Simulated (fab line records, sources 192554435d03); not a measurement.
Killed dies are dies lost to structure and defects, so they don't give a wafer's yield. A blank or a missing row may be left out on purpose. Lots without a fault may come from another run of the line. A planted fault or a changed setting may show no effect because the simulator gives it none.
A struck lot beside a sound one | flow n5_finfet | 15 steps out of a route of 1938
Sound: wafers L408.1, L408.3, L408.5. Struck: wafer L414.6. (L414.1, L414.3 of the same lot were not struck and are left out.) The cause comes at the end.
At each step with rows: each side's tool, then ch and its chambers, then its first start. Under that, the readings that differ: sound wafers | struck wafers | difference of the means | sigmas: that difference in standard deviations of wafers without a fault.
alike: readings whose means differ by less than 2 such deviations, and words and numbers that are the same on both sides. not compared: withheld readings, readings that some wafer has no value for, bounds like >300 that may hide the same value, and numbers for which the record gives no deviation and whose values overlap.
The two part at a step that has a row with sigmas, a row that says differs or no value, or rows on one side only. Numbers that don't overlap but have no deviation are shown without sigmas and don't part them. A reading that every wafer of one side lacks parts them only if that side has two wafers or more.

first, 2 steps without rows for these wafers: N5_DUMMY_GATE_STRIP_38 (strips in N2/H2); N5_DUMMY_GATE_STRIP_39 (strips in N2/H2).
N5_DUMMY_GATE_TRIM_49: chemistry O2, time 29 s, target cd 14 nm.
  sound on rie_si-04 ch 1,3, day 4 01:35; struck on rie_si-03 ch 3, day 5 13:51
  reading                     | sound       | struck | difference | sigmas
  drypump_motor_current_A (A) | 6.3 5.9 5.8 | 5.2    | -0.8       | -2
  alike: oes_product_au, temp_c, throttle_valve_pct
  not compared: rf_hours_counter_h
N5_DUMMY_GATE_STRIP_40: strips in CF4.
  sound on rie_diel-02 ch 1,2,3, day 4 01:41; struck on rie_diel-03 ch 0, day 5 14:05
  alike: cf4_flow_sccm, drypump_motor_current_A, oes_product_au, rf_vpp_V, showerhead_plenum_p_Torr, throttle_valve_pct
  not compared: rf_hours_counter_h
N5_DUMMY_GATE_CD_MEAS_50: target cd 14 nm.
  sound on cd_sem-03, day 4 01:44; struck on cd_sem-02, day 5 14:08
  alike: cd_nm
then, 3 steps without rows for these wafers: N5_DUMMY_GATE_ETCH_31 (etches SiO2 in C4F6/O2, target depth 82.5 nm, time 27.5 s); N5_DUMMY_GATE_STRIP_41 (strips in O2); N5_DUMMY_GATE_HM_OPEN_21 (chemistry CH3F/O2, target SiNx, target depth 120 nm, time 171.4 s).
N5_DUMMY_GATE_ETCH_32: etches SiO2 in CF4, target depth 3.5 nm, time 3.9 s.
  sound on rie_si-03 ch 0,1,3, day 4 02:02; struck on rie_si-03 ch 3, day 5 14:25
  alike: cf4_flow_sccm, drypump_motor_current_A, oes_product_au, throttle_valve_pct
  not compared: rf_hours_counter_h
then, 1 step without rows for these wafers: N5_DUMMY_GATE_ETCH_23 (etches poly-Si in HBr/Cl2/O2, target depth 41 nm, time 22.3 s).
N5_DUMMY_GATE_ETCH_44: etches poly-Si in HBr/O2, stops on SiO2, target depth 127.5 nm.
  sound on rie_si-03 ch 0,1,3, day 4 02:07; struck on rie_si-03 ch 3, day 5 14:31
  alike: drypump_motor_current_A, oes_product_au, throttle_valve_pct
  not compared: rf_hours_counter_h
N5_DUMMY_GATE_CD_MEAS_24: target cd 15 nm.
  sound on cd_sem-03, day 4 02:14; struck on cd_sem-01, day 5 14:37
  alike: cd_nm
N5_DUMMY_GATE_ETCH_42: etches SiO2 in CHF3/O2, target depth 3.5 nm, time 31 s.
  sound on rie_diel-02 ch 0,2,3, day 4 02:17; struck on rie_diel-03 ch 0, day 5 14:40
  reading                  | sound            | struck | difference | sigmas
  oes_product_au (a.u.)    | 0.77 0.68 0.70   | 1.05   | +0.33      | +6
  model.etch.depth_nm (nm) | 3.491 3.42 3.442 | 5.512  | +2.061     |
  alike: drypump_motor_current_A, rf_vpp_V, showerhead_plenum_p_Torr, throttle_valve_pct
  not compared: rf_hours_counter_h
N5_DUMMY_GATE_STRIP_48: strips in N2/H2, time 20 s.
  sound on rie_diel-02 ch 0,2,3, day 4 02:19; struck on rie_diel-03 ch 0, day 5 14:43
  alike: drypump_motor_current_A, oes_product_au, rf_vpp_V, showerhead_plenum_p_Torr, temp_c, throttle_valve_pct
  not compared: rf_hours_counter_h
-- the record jumps here: 5 days lie between the struck wafers' starts before and after (it left off in module DUMMY_GATE and takes up again in module BEOL_M4, whose first step shown is number 1111 of the route) --
N5_BEOL_M4_RC_MEAS_101:
  sound on prober-01 ch 0, day 8 23:05; struck on prober-02 ch 0, day 10 11:11
  reading   | sound          | struck | difference | sigmas
  VT_P (mV) | -254 -255 -254 | -247   | +7         | +2
  alike: DIBL_N, DIBL_P, IOFF_N, IOFF_P, ION_N, ION_P, SS_N, SS_P, VT_N

WHERE THEY PART
First at N5_DUMMY_GATE_TRIM_49; last, within this record, at N5_BEOL_M4_RC_MEAS_101.

WHY: what the simulator had put in
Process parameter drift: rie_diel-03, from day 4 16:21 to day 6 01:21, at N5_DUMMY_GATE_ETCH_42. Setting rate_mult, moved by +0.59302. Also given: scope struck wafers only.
